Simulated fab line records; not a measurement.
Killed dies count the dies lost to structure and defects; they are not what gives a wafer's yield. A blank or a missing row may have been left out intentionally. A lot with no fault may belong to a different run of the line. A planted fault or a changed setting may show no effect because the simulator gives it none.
Matching of chambers + flow nand-harc + NHARC_A_STAIRCASE_ETCHBACK_157 on rie-diel-11: 4 sister chambers
The step etches the open film in CH3F/O2, target depth 90 nm, time 167.14 s. 4 wafers are shown with their chamber, then 7 later ones without.

EACH WAFER AND ITS CHAMBER
| wafer  | chamber | showerhead-plenum-p-Torr (Torr) |
|--------|---------|---------------------------------|
| L082.6 | 1       | 2.49                            |
| L089.5 | 0       | 2.56                            |
| L093.1 | 3       | 2.31                            |
| L093.2 | 2       | 2.63                            |

WAFERS WHOSE CHAMBER IS MISSING
| wafer  | showerhead-plenum-p-Torr (Torr) |
|--------|---------------------------------|
| L093.3 | 2.49                            |
| L094.1 | 2.56                            |
| L094.3 | 2.31                            |
| L094.5 | 2.56                            |
| L097.1 | 2.48                            |
| L097.2 | 2.31                            |
| L097.3 | 2.48                            |

CHAMBER TAKEN BY EACH
| wafer  | from the rows above | in truth |
|--------|---------------------|----------|
| L093.3 | 1                   | 1        |
| L094.1 | 0                   | 0        |
| L094.3 | 3                   | 3        |
| L094.5 | 0                   | 0        |
| L097.1 | 1                   | 1        |
| L097.2 | 3                   | 3        |
| L097.3 | 1                   | 1        |
Placed correctly: 7 of 7. Number that these rows cannot place: 0. Wrongly placed: 0.
How it was worked out, from the rows above alone: a wafer's distance from a chamber is the root of the sum, over the readings, of the square of ((its reading less the chamber's mean) divided by the reading's scatter). If the next closest chamber is less than 2 further off than the closest, the wafer can't be placed; otherwise it belongs to the closest. The mean given for a chamber averages the wafers shown for that chamber. The scatter: root of mean squared gap, hidden wafer to nearest shown wafer, with one shown wafer a chamber.
